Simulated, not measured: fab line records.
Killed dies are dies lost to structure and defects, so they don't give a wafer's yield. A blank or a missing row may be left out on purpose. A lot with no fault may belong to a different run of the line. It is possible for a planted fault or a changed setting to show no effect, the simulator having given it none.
fab line records / flow n5_finfet
[record] lots = 15 wafers = 38 last_day = 17
route steps=1938 shown BEOL_M0@732 BEOL_M1@761
lots untouched by any fault: they come from a run of this same line in which no faults occurred
start_h: the number of hours between the record's first day and the start of the first shown wafer of the lot / wait_h: hours from the lot's prior step to this one / " repeats the value in the row above / L1.1+2: a row that stands for several wafers / - either no value or no given start / * or withheld: withheld / < > ~ a bound
route shown NAME@n: names a module that has steps shown in the file, with the first one's number in the route / usual: mean/standard deviation of fault-free wafers / same: alike in all rows / chamber/n: place in a boat / sites: per-site readings / _std_site: their standard deviation / _edge_site: the outer-site mean with the inner-site mean subtracted / radius_mm: for every site, how far away it sits from the centre of the wafer / mask NAME#n: copy n / behind: the tool/chamber that last shaped the wafer / hold: what put the lot on hold/how long, in hours/how the hold closed / device: whichever transistor did not switch (one of n, p or np) / end of line: at the end of the route, the tests of the same wafers / for a step that has no rows: nothing shown but its recipe / killed: at the first sort, the dies lost to defects and structure; wafer yield is something else / map: a wafer's dies, marking killed ones x, the rest . and places with no die _
set.NAME: setting as actually run; set.NAME@STEP: the setting as run at that earlier step / model.NAME: the simulator's own value behind a step, which no gauge read
route steps across a sampled set of lots; one table per step, one row per wafer
services: from which hour (start_h, from the record's first day; less than 0 if before it) a tool's chamber was out of use, for how many hours, and why
[[steps]]
[step N5_BEOL_M0_SURFACE_TREAT_137]
[recipe] gas = Ar time_s = * ion_energy_ev = * ion_current_ma_cm2 = 0.5 pressure_mtorr = * ar_flow_sccm = 30
[usual] throttle_valve_pct = *
lot.wafer=L701.3 tool=pvd_sputter-03 chamber=- start_h=129.24 wait_h=0.1 throttle_valve_pct=*
lot.wafer=L701.4 tool=pvd_sputter-03 chamber=- start_h=129.24 wait_h=0.1 throttle_valve_pct=*
lot.wafer=L702.2 tool=pvd_sputter-02 chamber=- start_h=136.94 wait_h=0.2 throttle_valve_pct=*
lot.wafer=L702.4 tool=pvd_sputter-02 chamber=- start_h=136.94 wait_h=0.2 throttle_valve_pct=*
lot.wafer=L702.6 tool=pvd_sputter-02 chamber=- start_h=136.94 wait_h=0.2 throttle_valve_pct=*
lot.wafer=L703.4 tool=pvd_sputter-01 chamber=- start_h=150.03 wait_h=0.1 throttle_valve_pct=*
lot.wafer=L703.5 tool=pvd_sputter-01 chamber=- start_h=150.03 wait_h=0.1 throttle_valve_pct=*
lot.wafer=L703.6 tool=pvd_sputter-01 chamber=- start_h=150.03 wait_h=0.1 throttle_valve_pct=*
lot.wafer=L705.2 tool=pvd_sputter-01 chamber=- start_h=150.42 wait_h=0.2 throttle_valve_pct=*
lot.wafer=L705.3 tool=pvd_sputter-01 chamber=- start_h=150.42 wait_h=0.2 throttle_valve_pct=*
lot.wafer=L705.6 tool=pvd_sputter-01 chamber=- start_h=150.42 wait_h=0.2 throttle_valve_pct=*
lot.wafer=L706.1 tool=pvd_sputter-03 chamber=- start_h=156.83 wait_h=0.2 throttle_valve_pct=*
lot.wafer=L706.4 tool=pvd_sputter-03 chamber=- start_h=156.83 wait_h=0.2 throttle_valve_pct=*
lot.wafer=L706.5 tool=pvd_sputter-03 chamber=- start_h=156.83 wait_h=0.2 throttle_valve_pct=*
lot.wafer=L712.1 tool=pvd_sputter-01 chamber=- start_h=202.11 wait_h=0.1 throttle_valve_pct=*
lot.wafer=L712.6 tool=pvd_sputter-01 chamber=- start_h=202.11 wait_h=0.1 throttle_valve_pct=*
lot.wafer=L713.4 tool=pvd_sputter-01 chamber=- start_h=202.23 wait_h=0.1 throttle_valve_pct=*
lot.wafer=L713.5 tool=pvd_sputter-01 chamber=- start_h=202.23 wait_h=0.1 throttle_valve_pct=*
lot.wafer=L713.6 tool=pvd_sputter-01 chamber=- start_h=202.23 wait_h=0.1 throttle_valve_pct=*
lot.wafer=L714.2 tool=pvd_sputter-01 chamber=- start_h=210.62 wait_h=0.1 throttle_valve_pct=*
lot.wafer=L714.6 tool=pvd_sputter-01 chamber=- start_h=210.62 wait_h=0.1 throttle_valve_pct=*
lot.wafer=L715.3 tool=pvd_sputter-01 chamber=- start_h=215.41 wait_h=0.2 throttle_valve_pct=*
lot.wafer=L715.5 tool=pvd_sputter-01 chamber=- start_h=215.41 wait_h=0.2 throttle_valve_pct=*
lot.wafer=L717.2 tool=pvd_sputter-03 chamber=- start_h=223.41 wait_h=0.2 throttle_valve_pct=*
lot.wafer=L717.4 tool=pvd_sputter-03 chamber=- start_h=223.41 wait_h=0.2 throttle_valve_pct=*
lot.wafer=L717.5 tool=pvd_sputter-03 chamber=- start_h=223.41 wait_h=0.2 throttle_valve_pct=*
lot.wafer=L718.2 tool=pvd_sputter-02 chamber=- start_h=234.22 wait_h=0.2 throttle_valve_pct=*
lot.wafer=L718.3 tool=pvd_sputter-02 chamber=- start_h=234.22 wait_h=0.2 throttle_valve_pct=*
lot.wafer=L719.2 tool=pvd_sputter-02 chamber=- start_h=237.66 wait_h=0.1 throttle_valve_pct=*
lot.wafer=L719.3 tool=pvd_sputter-02 chamber=- start_h=237.66 wait_h=0.1 throttle_valve_pct=*
lot.wafer=L721.1 tool=pvd_sputter-03 chamber=- start_h=248.41 wait_h=0.2 throttle_valve_pct=*
lot.wafer=L721.4 tool=pvd_sputter-03 chamber=- start_h=248.41 wait_h=0.2 throttle_valve_pct=*
lot.wafer=L721.6 tool=pvd_sputter-03 chamber=- start_h=248.41 wait_h=0.2 throttle_valve_pct=*
lot.wafer=L720.2 tool=pvd_sputter-01 chamber=- start_h=248.69 wait_h=0.4 throttle_valve_pct=*
lot.wafer=L720.4 tool=pvd_sputter-01 chamber=- start_h=248.69 wait_h=0.4 throttle_valve_pct=*
lot.wafer=L720.5 tool=pvd_sputter-01 chamber=- start_h=248.69 wait_h=0.4 throttle_valve_pct=*
lot.wafer=L722.4 tool=pvd_sputter-02 chamber=- start_h=254.60 wait_h=0.1 throttle_valve_pct=*
lot.wafer=L722.6 tool=pvd_sputter-02 chamber=- start_h=254.60 wait_h=0.1 throttle_valve_pct=*
[step N5_BEOL_M0_SPUTTER_141]
[recipe] material = Cu target_thk_a = 40 temp_c = -20 chamber_pressure_pa = 0.07 power_w = withheld time_s = 7.37
[usual] chamber_pressure_pa = 0.07002/0.00014 throttle_valve_pct = 29.6/0.86
lot.wafer=L701.3 tool=pvd_sputter-03 chamber=- start_h=129.96 wait_h=0.0 chamber_pressure_pa=0.07002 throttle_valve_pct=30.5
lot.wafer=L701.4 tool=pvd_sputter-03 chamber=- start_h=129.96 wait_h=0.0 chamber_pressure_pa=0.06995 throttle_valve_pct=29.8
lot.wafer=L702.2 tool=pvd_sputter-03 chamber=- start_h=137.53 wait_h=0.0 chamber_pressure_pa=0.07011 throttle_valve_pct=30.4
lot.wafer=L702.4 tool=pvd_sputter-03 chamber=- start_h=137.53 wait_h=0.0 chamber_pressure_pa=0.07016 throttle_valve_pct=30.1
lot.wafer=L702.6 tool=pvd_sputter-03 chamber=- start_h=137.53 wait_h=0.0 chamber_pressure_pa=0.0699 throttle_valve_pct=30.2
lot.wafer=L703.4 tool=pvd_sputter-03 chamber=- start_h=150.57 wait_h=0.0 chamber_pressure_pa=0.07019 throttle_valve_pct=30.6
lot.wafer=L703.5 tool=pvd_sputter-03 chamber=- start_h=150.57 wait_h=0.0 chamber_pressure_pa=0.07007 throttle_valve_pct=29.9
lot.wafer=L703.6 tool=pvd_sputter-03 chamber=- start_h=150.57 wait_h=0.0 chamber_pressure_pa=0.06955 throttle_valve_pct=30.0
lot.wafer=L705.2 tool=pvd_sputter-01 chamber=- start_h=150.98 wait_h=0.0 chamber_pressure_pa=0.07 throttle_valve_pct=29.9
lot.wafer=L705.3 tool=pvd_sputter-01 chamber=- start_h=150.98 wait_h=0.0 chamber_pressure_pa=0.07024 throttle_valve_pct=29.2
lot.wafer=L705.6 tool=pvd_sputter-01 chamber=- start_h=150.98 wait_h=0.0 chamber_pressure_pa=0.0698 throttle_valve_pct=27.6
lot.wafer=L706.1 tool=pvd_sputter-01 chamber=- start_h=158.87 wait_h=0.0 chamber_pressure_pa=0.07021 throttle_valve_pct=29.5
lot.wafer=L706.4 tool=pvd_sputter-01 chamber=- start_h=158.87 wait_h=0.0 chamber_pressure_pa=0.07006 throttle_valve_pct=29.7
lot.wafer=L706.5 tool=pvd_sputter-01 chamber=- start_h=158.87 wait_h=0.0 chamber_pressure_pa=0.07001 throttle_valve_pct=29.5
lot.wafer=L712.1 tool=pvd_sputter-01 chamber=- start_h=202.63 wait_h=0.0 chamber_pressure_pa=0.06996 throttle_valve_pct=27.6
lot.wafer=L712.6 tool=pvd_sputter-01 chamber=- start_h=202.63 wait_h=0.0 chamber_pressure_pa=0.07001 throttle_valve_pct=29.8
lot.wafer=L713.4 tool=pvd_sputter-02 chamber=- start_h=202.76 wait_h=0.0 chamber_pressure_pa=0.07001 throttle_valve_pct=30.8
lot.wafer=L713.5 tool=pvd_sputter-02 chamber=- start_h=202.76 wait_h=0.0 chamber_pressure_pa=0.06985 throttle_valve_pct=28.7
lot.wafer=L713.6 tool=pvd_sputter-02 chamber=- start_h=202.76 wait_h=0.0 chamber_pressure_pa=0.06992 throttle_valve_pct=29.3
lot.wafer=L714.2 tool=pvd_sputter-02 chamber=- start_h=211.14 wait_h=0.0 chamber_pressure_pa=0.06986 throttle_valve_pct=29.2
lot.wafer=L714.6 tool=pvd_sputter-02 chamber=- start_h=211.14 wait_h=0.0 chamber_pressure_pa=0.06981 throttle_valve_pct=29.7
lot.wafer=L715.3 tool=pvd_sputter-03 chamber=- start_h=217.77 wait_h=0.0 chamber_pressure_pa=0.07004 throttle_valve_pct=30.7
lot.wafer=L715.5 tool=pvd_sputter-03 chamber=- start_h=217.77 wait_h=0.0 chamber_pressure_pa=0.07001 throttle_valve_pct=30.4
lot.wafer=L717.2 tool=pvd_sputter-03 chamber=- start_h=223.97 wait_h=0.0 chamber_pressure_pa=0.06999 throttle_valve_pct=28.9
lot.wafer=L717.4 tool=pvd_sputter-03 chamber=- start_h=223.97 wait_h=0.0 chamber_pressure_pa=0.07001 throttle_valve_pct=30.5
lot.wafer=L717.5 tool=pvd_sputter-03 chamber=- start_h=223.97 wait_h=0.0 chamber_pressure_pa=0.0699 throttle_valve_pct=30.3
lot.wafer=L718.2 tool=pvd_sputter-02 chamber=- start_h=234.86 wait_h=0.0 chamber_pressure_pa=0.0703 throttle_valve_pct=30.7
lot.wafer=L718.3 tool=pvd_sputter-02 chamber=- start_h=234.86 wait_h=0.0 chamber_pressure_pa=0.07001 throttle_valve_pct=29.6
lot.wafer=L719.2 tool=pvd_sputter-01 chamber=- start_h=238.19 wait_h=0.0 chamber_pressure_pa=0.06988 throttle_valve_pct=29.8
lot.wafer=L719.3 tool=pvd_sputter-01 chamber=- start_h=238.19 wait_h=0.0 chamber_pressure_pa=0.07019 throttle_valve_pct=29.4
lot.wafer=L721.1 tool=pvd_sputter-03 chamber=- start_h=249.07 wait_h=0.0 chamber_pressure_pa=0.06963 throttle_valve_pct=29.6
lot.wafer=L721.4 tool=pvd_sputter-03 chamber=- start_h=249.07 wait_h=0.0 chamber_pressure_pa=0.07015 throttle_valve_pct=30.4
lot.wafer=L721.6 tool=pvd_sputter-03 chamber=- start_h=249.07 wait_h=0.0 chamber_pressure_pa=0.07022 throttle_valve_pct=30.3
lot.wafer=L720.2 tool=pvd_sputter-03 chamber=- start_h=249.55 wait_h=0.0 chamber_pressure_pa=0.07019 throttle_valve_pct=29.6
lot.wafer=L720.4 tool=pvd_sputter-03 chamber=- start_h=249.55 wait_h=0.0 chamber_pressure_pa=0.07008 throttle_valve_pct=30.5
lot.wafer=L720.5 tool=pvd_sputter-03 chamber=- start_h=249.55 wait_h=0.0 chamber_pressure_pa=0.07007 throttle_valve_pct=30.5
lot.wafer=L722.4 tool=pvd_sputter-01 chamber=- start_h=256.86 wait_h=0.0 chamber_pressure_pa=0.07008 throttle_valve_pct=29.6
lot.wafer=L722.6 tool=pvd_sputter-01 chamber=- start_h=256.86 wait_h=0.0 chamber_pressure_pa=0.07021 throttle_valve_pct=30.1
[step N5_BEOL_M0_PRE_CLEAN_131]
[recipe] gas = NH3/H2 time_s = 15 temp_c = * rf_power_w = 300
[usual] heater_power_w = 85/6.8
lot.wafer=L701.3 tool=cvd_co-01 chamber=2 start_h=130.95 wait_h=0.0 heater_power_w=85 since_wet_clean_h=213
lot.wafer=L701.4 tool=cvd_co-01 chamber=2 start_h=130.95 wait_h=0.0 heater_power_w=90 since_wet_clean_h=-
lot.wafer=L702.2 tool=cvd_co-01 chamber=2 start_h=138.36 wait_h=0.0 heater_power_w=88 since_wet_clean_h=220
lot.wafer=L702.4 tool=cvd_co-01 chamber=2 start_h=138.36 wait_h=0.0 heater_power_w=89 since_wet_clean_h=-
lot.wafer=L702.6 tool=cvd_co-01 chamber=1 start_h=138.36 wait_h=0.0 heater_power_w=84 since_wet_clean_h=-
lot.wafer=L703.4 tool=cvd_co-02 chamber=0 start_h=151.43 wait_h=0.1 heater_power_w=86 since_wet_clean_h=-
lot.wafer=L703.5 tool=cvd_co-02 chamber=2 start_h=151.43 wait_h=0.1 heater_power_w=69 since_wet_clean_h=-
lot.wafer=L703.6 tool=cvd_co-02 chamber=1 start_h=151.43 wait_h=0.1 heater_power_w=81 since_wet_clean_h=-
lot.wafer=L705.2 tool=cvd_co-02 chamber=2 start_h=151.81 wait_h=0.0 heater_power_w=73 since_wet_clean_h=452
lot.wafer=L705.3 tool=cvd_co-02 chamber=0 start_h=151.81 wait_h=0.0 heater_power_w=86 since_wet_clean_h=912
lot.wafer=L705.6 tool=cvd_co-02 chamber=0 start_h=151.81 wait_h=0.0 heater_power_w=85 since_wet_clean_h=-
lot.wafer=L706.1 tool=cvd_co-01 chamber=1 start_h=159.93 wait_h=0.0 heater_power_w=85 since_wet_clean_h=1139
lot.wafer=L706.4 tool=cvd_co-01 chamber=0 start_h=159.93 wait_h=0.0 heater_power_w=91 since_wet_clean_h=-
lot.wafer=L706.5 tool=cvd_co-01 chamber=2 start_h=159.93 wait_h=0.0 heater_power_w=88 since_wet_clean_h=-
lot.wafer=L712.1 tool=cvd_co-01 chamber=1 start_h=203.47 wait_h=0.0 heater_power_w=87 since_wet_clean_h=1182
lot.wafer=L712.6 tool=cvd_co-01 chamber=0 start_h=203.47 wait_h=0.0 heater_power_w=94 since_wet_clean_h=-
lot.wafer=L713.4 tool=cvd_co-01 chamber=0 start_h=203.90 wait_h=0.1 heater_power_w=94 since_wet_clean_h=-
lot.wafer=L713.5 tool=cvd_co-01 chamber=1 start_h=203.90 wait_h=0.1 heater_power_w=88 since_wet_clean_h=-
lot.wafer=L713.6 tool=cvd_co-01 chamber=2 start_h=203.90 wait_h=0.1 heater_power_w=90 since_wet_clean_h=-
lot.wafer=L714.2 tool=cvd_co-02 chamber=1 start_h=211.97 wait_h=0.0 heater_power_w=81 since_wet_clean_h=75
lot.wafer=L714.6 tool=cvd_co-02 chamber=2 start_h=211.97 wait_h=0.0 heater_power_w=70 since_wet_clean_h=-
lot.wafer=L715.3 tool=cvd_co-02 chamber=1 start_h=218.61 wait_h=0.0 heater_power_w=81 since_wet_clean_h=82
lot.wafer=L715.5 tool=cvd_co-02 chamber=1 start_h=218.61 wait_h=0.0 heater_power_w=81 since_wet_clean_h=-
lot.wafer=L717.2 tool=cvd_co-01 chamber=0 start_h=224.80 wait_h=0.0 heater_power_w=93 since_wet_clean_h=766
lot.wafer=L717.4 tool=cvd_co-01 chamber=0 start_h=224.80 wait_h=0.0 heater_power_w=93 since_wet_clean_h=-
lot.wafer=L717.5 tool=cvd_co-01 chamber=2 start_h=224.80 wait_h=0.0 heater_power_w=91 since_wet_clean_h=-
lot.wafer=L718.2 tool=cvd_co-01 chamber=2 start_h=235.68 wait_h=0.0 heater_power_w=90 since_wet_clean_h=318
lot.wafer=L718.3 tool=cvd_co-01 chamber=0 start_h=235.68 wait_h=0.0 heater_power_w=90 since_wet_clean_h=777
lot.wafer=L719.2 tool=cvd_co-01 chamber=0 start_h=239.01 wait_h=0.0 heater_power_w=93 since_wet_clean_h=780
lot.wafer=L719.3 tool=cvd_co-01 chamber=2 start_h=239.01 wait_h=0.0 heater_power_w=90 since_wet_clean_h=321
lot.wafer=L721.1 tool=cvd_co-01 chamber=0 start_h=250.29 wait_h=0.0 heater_power_w=94 since_wet_clean_h=792
lot.wafer=L721.4 tool=cvd_co-01 chamber=2 start_h=250.29 wait_h=0.0 heater_power_w=88 since_wet_clean_h=-
lot.wafer=L721.6 tool=cvd_co-01 chamber=1 start_h=250.29 wait_h=0.0 heater_power_w=86 since_wet_clean_h=-
lot.wafer=L720.2 tool=cvd_co-02 chamber=1 start_h=251.06 wait_h=0.0 heater_power_w=82 since_wet_clean_h=114
lot.wafer=L720.4 tool=cvd_co-02 chamber=2 start_h=251.06 wait_h=0.0 heater_power_w=71 since_wet_clean_h=-
lot.wafer=L720.5 tool=cvd_co-02 chamber=1 start_h=251.06 wait_h=0.0 heater_power_w=81 since_wet_clean_h=-
lot.wafer=L722.4 tool=cvd_co-01 chamber=0 start_h=257.72 wait_h=0.1 heater_power_w=93 since_wet_clean_h=-
lot.wafer=L722.6 tool=cvd_co-01 chamber=1 start_h=257.72 wait_h=0.1 heater_power_w=88 since_wet_clean_h=-
[step N5_BEOL_M1_EXPOSE_08]
[recipe] mask_id = M1 na = 0.33 source_shape = dipole sigma_inner = 0.369 sigma_outer = 0.767 polarization = unpolarized dose_mj = 33
[usual] dipole_opening_deg = 79.7/0 exposure_dose_mJ_cm2 = 33.10/0.037
lot.wafer=L701.3 tool=euv_scanner-02 chamber=0 start_h=132.99 wait_h=- mask=M1#0 dipole_opening_deg=79.7 exposure_dose_mJ_cm2=33.15
lot.wafer=L701.4 tool=euv_scanner-02 chamber=0 start_h=132.99 wait_h=- mask=M1#0 dipole_opening_deg=79.7 exposure_dose_mJ_cm2=33.08
lot.wafer=L702.2 tool=euv_scanner-02 chamber=0 start_h=140.43 wait_h=- mask=M1#0 dipole_opening_deg=79.7 exposure_dose_mJ_cm2=33.14
lot.wafer=L702.4 tool=euv_scanner-02 chamber=0 start_h=140.43 wait_h=- mask=M1#0 dipole_opening_deg=79.7 exposure_dose_mJ_cm2=33.14
lot.wafer=L702.6 tool=euv_scanner-02 chamber=0 start_h=140.43 wait_h=- mask=M1#0 dipole_opening_deg=79.7 exposure_dose_mJ_cm2=33.13
lot.wafer=L703.4 tool=euv_scanner-01 chamber=- start_h=155.89 wait_h=- mask=M1#0 dipole_opening_deg=- exposure_dose_mJ_cm2=-
lot.wafer=L703.5 tool=euv_scanner-01 chamber=- start_h=155.89 wait_h=- mask=M1#0 dipole_opening_deg=- exposure_dose_mJ_cm2=-
lot.wafer=L703.6 tool=euv_scanner-01 chamber=- start_h=155.89 wait_h=- mask=M1#0 dipole_opening_deg=- exposure_dose_mJ_cm2=-
lot.wafer=L705.2 tool=euv_scanner-02 chamber=- start_h=157.04 wait_h=- mask=M1#0 dipole_opening_deg=- exposure_dose_mJ_cm2=-
lot.wafer=L705.3 tool=euv_scanner-02 chamber=- start_h=157.04 wait_h=- mask=M1#0 dipole_opening_deg=- exposure_dose_mJ_cm2=-
lot.wafer=L705.6 tool=euv_scanner-02 chamber=- start_h=157.04 wait_h=- mask=M1#0 dipole_opening_deg=- exposure_dose_mJ_cm2=-
lot.wafer=L706.1 tool=euv_scanner-01 chamber=- start_h=162.67 wait_h=- mask=M1#0 dipole_opening_deg=- exposure_dose_mJ_cm2=-
lot.wafer=L706.4 tool=euv_scanner-01 chamber=- start_h=162.67 wait_h=- mask=M1#0 dipole_opening_deg=- exposure_dose_mJ_cm2=-
lot.wafer=L706.5 tool=euv_scanner-01 chamber=- start_h=162.67 wait_h=- mask=M1#0 dipole_opening_deg=- exposure_dose_mJ_cm2=-
lot.wafer=L712.1 tool=euv_scanner-02 chamber=0 start_h=204.66 wait_h=- mask=M1#0 dipole_opening_deg=79.7 exposure_dose_mJ_cm2=33.06
lot.wafer=L712.6 tool=euv_scanner-02 chamber=0 start_h=204.66 wait_h=- mask=M1#0 dipole_opening_deg=79.7 exposure_dose_mJ_cm2=33.12
lot.wafer=L713.4 tool=euv_scanner-02 chamber=0 start_h=204.86 wait_h=- mask=M1#0 dipole_opening_deg=79.7 exposure_dose_mJ_cm2=33.09
lot.wafer=L713.5 tool=euv_scanner-02 chamber=0 start_h=204.86 wait_h=- mask=M1#0 dipole_opening_deg=79.7 exposure_dose_mJ_cm2=33.07
lot.wafer=L713.6 tool=euv_scanner-02 chamber=0 start_h=204.86 wait_h=- mask=M1#0 dipole_opening_deg=79.7 exposure_dose_mJ_cm2=33.09
lot.wafer=L714.2 tool=euv_scanner-02 chamber=0 start_h=213.98 wait_h=- mask=M1#0 dipole_opening_deg=79.7 exposure_dose_mJ_cm2=33.16
lot.wafer=L714.6 tool=euv_scanner-02 chamber=0 start_h=213.98 wait_h=- mask=M1#0 dipole_opening_deg=79.7 exposure_dose_mJ_cm2=33.15
lot.wafer=L715.3 tool=euv_scanner-02 chamber=0 start_h=220.73 wait_h=- mask=M1#0 dipole_opening_deg=79.7 exposure_dose_mJ_cm2=33.14
lot.wafer=L715.5 tool=euv_scanner-02 chamber=0 start_h=220.73 wait_h=- mask=M1#0 dipole_opening_deg=79.7 exposure_dose_mJ_cm2=33.16
lot.wafer=L717.2 tool=euv_scanner-02 chamber=0 start_h=226.93 wait_h=- mask=M1#0 dipole_opening_deg=79.7 exposure_dose_mJ_cm2=33.15
lot.wafer=L717.4 tool=euv_scanner-02 chamber=0 start_h=226.93 wait_h=- mask=M1#0 dipole_opening_deg=79.7 exposure_dose_mJ_cm2=33.13
lot.wafer=L717.5 tool=euv_scanner-02 chamber=0 start_h=226.93 wait_h=- mask=M1#0 dipole_opening_deg=79.7 exposure_dose_mJ_cm2=33.16
lot.wafer=L718.2 tool=euv_scanner-01 chamber=0 start_h=237.45 wait_h=- mask=M1#0 dipole_opening_deg=79.7 exposure_dose_mJ_cm2=33.04
lot.wafer=L718.3 tool=euv_scanner-01 chamber=0 start_h=237.45 wait_h=- mask=M1#0 dipole_opening_deg=79.7 exposure_dose_mJ_cm2=33.07
lot.wafer=L719.2 tool=euv_scanner-01 chamber=0 start_h=241.53 wait_h=- mask=M1#0 dipole_opening_deg=79.7 exposure_dose_mJ_cm2=33.15
lot.wafer=L719.3 tool=euv_scanner-01 chamber=0 start_h=241.53 wait_h=- mask=M1#0 dipole_opening_deg=79.7 exposure_dose_mJ_cm2=33.12
lot.wafer=L721.1 tool=euv_scanner-01 chamber=0 start_h=253.83 wait_h=- mask=M1#0 dipole_opening_deg=79.7 exposure_dose_mJ_cm2=33.09
lot.wafer=L721.4 tool=euv_scanner-01 chamber=0 start_h=253.83 wait_h=- mask=M1#0 dipole_opening_deg=79.7 exposure_dose_mJ_cm2=33.07
lot.wafer=L721.6 tool=euv_scanner-01 chamber=0 start_h=253.83 wait_h=- mask=M1#0 dipole_opening_deg=79.7 exposure_dose_mJ_cm2=33.04
lot.wafer=L720.2 tool=euv_scanner-02 chamber=0 start_h=254.19 wait_h=- mask=M1#0 dipole_opening_deg=79.7 exposure_dose_mJ_cm2=33.11
lot.wafer=L720.4 tool=euv_scanner-02 chamber=0 start_h=254.19 wait_h=- mask=M1#0 dipole_opening_deg=79.7 exposure_dose_mJ_cm2=33.07
lot.wafer=L720.5 tool=euv_scanner-02 chamber=0 start_h=254.19 wait_h=- mask=M1#0 dipole_opening_deg=79.7 exposure_dose_mJ_cm2=33.12
lot.wafer=L722.4 tool=euv_scanner-02 chamber=0 start_h=258.90 wait_h=- mask=M1#0 dipole_opening_deg=79.7 exposure_dose_mJ_cm2=33.05
lot.wafer=L722.6 tool=euv_scanner-02 chamber=0 start_h=258.90 wait_h=- mask=M1#0 dipole_opening_deg=79.7 exposure_dose_mJ_cm2=33.14
[[services]]
tool=cvd_co-02 chamber=1 start_h=114.67 hours=- kind=clean
tool=cvd_co-02 chamber=1 start_h=114.67 hours=22.0 kind=scheduled_down
tool=cvd_co-02 chamber=1 start_h=114.67 hours=22.0 kind=vent_cycle
tool=euv_scanner-01 chamber=- start_h=131.73 hours=4.6 kind=pm
tool=euv_scanner-02 chamber=- start_h=156.02 hours=1.0 kind=pm
tool=euv_scanner-01 chamber=- start_h=157.06 hours=1.0 kind=pm
tool=euv_scanner-02 chamber=- start_h=158.71 hours=1.2 kind=repair
tool=cvd_co-02 chamber=0 start_h=178.70 hours=4.6 kind=repair
tool=euv_scanner-02 chamber=- start_h=212.17 hours=1.0 kind=pm
tool=euv_scanner-01 chamber=- start_h=213.21 hours=1.0 kind=pm
tool=euv_scanner-01 chamber=0 start_h=226.56 hours=- kind=calibration
tool=euv_scanner-02 chamber=- start_h=230.46 hours=4.6 kind=pm
[[key]]
[first_sign] step = N5_BEOL_M1_EXPOSE_08 reading = tool_record direction = missing
effect none on later readings
met_at N5_BEOL_M1_EXPOSE_08
struck_lots L703,L705,L706
later_rows_left_out L703.4,L703.5,L703.6,L705.2,L705.3,L705.6,L706.1,L706.4,L706.5
sort_left_out L703.4,L703.5,L703.6,L705.2,L705.3,L705.6,L706.1,L706.4,L706.5
not_acting_at N5_BEOL_M0_SURFACE_TREAT_137,N5_BEOL_M0_SPUTTER_141,N5_BEOL_M0_PRE_CLEAN_131
onset_between 140.43 155.89
[fault] kind = skipped_step_whole tool = euv_scanner-01,euv_scanner-02 chamber = - onset_h = 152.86 steps = N5_BEOL_M1_EXPOSE_08 scope = struck_lots_only
// sort_left_out: the simulated sort isn't trusted on such a fault, so these wafers' sort isn't shown, and their yield isn't known
// later_rows_left_out: the simulator's readings of these wafers behind a module that went badly wrong aren't trusted and aren't shown, but for the sort
